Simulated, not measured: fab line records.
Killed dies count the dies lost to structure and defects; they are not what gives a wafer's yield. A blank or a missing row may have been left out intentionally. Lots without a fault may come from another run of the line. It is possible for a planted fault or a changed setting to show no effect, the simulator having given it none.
Chamber matching :: flow n5Finfet :: N5_BEOL_M9_DEP_56 on pecvd-02 has 3 sister chambers
The step deposits SiCN from 3MS/NH3, target thk 15 nm, time 26.5 s. 20 wafers are shown with their chamber, then 10 later ones without.

EACH WAFER AND ITS CHAMBER
wafer: L074.3
chamber: 1
throttleValvePct (%): 9.4
showerheadPlenumPTorr (Torr): 3.668

wafer: L074.4
chamber: 0
throttleValvePct (%): 10.1
showerheadPlenumPTorr (Torr): 3.679

wafer: L074.5
chamber: 1
throttleValvePct (%): 9.3
showerheadPlenumPTorr (Torr): 3.658

wafer: L075.1
chamber: 1
throttleValvePct (%): 9.3
showerheadPlenumPTorr (Torr): 3.669

wafer: L075.2
chamber: 2
throttleValvePct (%): 8.8
showerheadPlenumPTorr (Torr): 3.680

wafer: L075.3
chamber: 0
throttleValvePct (%): 10.1
showerheadPlenumPTorr (Torr): 3.675

wafer: L075.4
chamber: 0
throttleValvePct (%): 10.1
showerheadPlenumPTorr (Torr): 3.675

wafer: L075.5
chamber: 1
throttleValvePct (%): 9.4
showerheadPlenumPTorr (Torr): 3.661

wafer: L075.6
chamber: 2
throttleValvePct (%): 8.5
showerheadPlenumPTorr (Torr): 3.680

wafer: L079.1
chamber: 0
throttleValvePct (%): 10.4
showerheadPlenumPTorr (Torr): 3.677

wafer: L079.2
chamber: 2
throttleValvePct (%): 8.8
showerheadPlenumPTorr (Torr): 3.671

wafer: L079.6
chamber: 1
throttleValvePct (%): 9.2
showerheadPlenumPTorr (Torr): 3.663

wafer: L080.1
chamber: 0
throttleValvePct (%): 10.3
showerheadPlenumPTorr (Torr): 3.678

wafer: L080.2
chamber: 1
throttleValvePct (%): 9.4
showerheadPlenumPTorr (Torr): 3.651

wafer: L080.5
chamber: 1
throttleValvePct (%): 9.6
showerheadPlenumPTorr (Torr): 3.667

wafer: L082.1
chamber: 0
throttleValvePct (%): 10.3
showerheadPlenumPTorr (Torr): 3.670

wafer: L082.3
chamber: 2
throttleValvePct (%): 8.6
showerheadPlenumPTorr (Torr): 3.680

wafer: L082.6
chamber: 0
throttleValvePct (%): 10.1
showerheadPlenumPTorr (Torr): 3.674

wafer: L092.3
chamber: 0
throttleValvePct (%): 10.5
showerheadPlenumPTorr (Torr): 3.670

wafer: L092.5
chamber: 0
throttleValvePct (%): 10.2
showerheadPlenumPTorr (Torr): 3.676

SIGNATURES (averages over the wafers above)
reading: throttleValvePct
chamber 0: 10.233
chamber 1: 9.371
chamber 2: 8.675
scatter within a chamber: 0.142

reading: showerheadPlenumPTorr
chamber 0: 3.67489
chamber 1: 3.66243
chamber 2: 3.67775
scatter within a chamber: 0.00479
Rule: for a wafer and a chamber, the distance is found by dividing, reading by reading, the gap between the wafer's reading and the chamber's mean by the reading's scatter, squaring, summing and taking the root. If the next closest chamber is less than 2 further off than the closest, the wafer can't be placed; otherwise it belongs to the closest. How the scatter is found: for the shown wafers, subtract from each reading the mean of its chamber, square and add these, divide the total by (wafers less chambers), then take the root.

WAFERS MISSING THEIR CHAMBER
wafer: L092.6
throttleValvePct (%): 8.8
showerheadPlenumPTorr (Torr): 3.672

wafer: L094.1
throttleValvePct (%): 9.4
showerheadPlenumPTorr (Torr): 3.654

wafer: L094.5
throttleValvePct (%): 10.4
showerheadPlenumPTorr (Torr): 3.677

wafer: L094.6
throttleValvePct (%): 9.3
showerheadPlenumPTorr (Torr): 3.659

wafer: L095.2
throttleValvePct (%): 10.2
showerheadPlenumPTorr (Torr): 3.671

wafer: L095.4
throttleValvePct (%): 9.4
showerheadPlenumPTorr (Torr): 3.667

wafer: L095.6
throttleValvePct (%): 10.1
showerheadPlenumPTorr (Torr): 3.681

wafer: L097.2
throttleValvePct (%): 10.3
showerheadPlenumPTorr (Torr): 3.677

wafer: L097.3
throttleValvePct (%): 9.5
showerheadPlenumPTorr (Torr): 3.665

wafer: L097.5
throttleValvePct (%): 10.2
showerheadPlenumPTorr (Torr): 3.683

THE CHAMBER EACH PASSED THROUGH
wafer: L092.6
from the rows above: 2
in truth: 2

wafer: L094.1
from the rows above: 1
in truth: 1

wafer: L094.5
from the rows above: 0
in truth: 0

wafer: L094.6
from the rows above: 1
in truth: 1

wafer: L095.2
from the rows above: 0
in truth: 0

wafer: L095.4
from the rows above: 1
in truth: 1

wafer: L095.6
from the rows above: 0
in truth: 0

wafer: L097.2
from the rows above: 0
in truth: 0

wafer: L097.3
from the rows above: 1
in truth: 1

wafer: L097.5
from the rows above: 0
in truth: 0
Placed correctly: 10 of 10. Can't be placed from these rows: 0. Wrongly placed: 0.
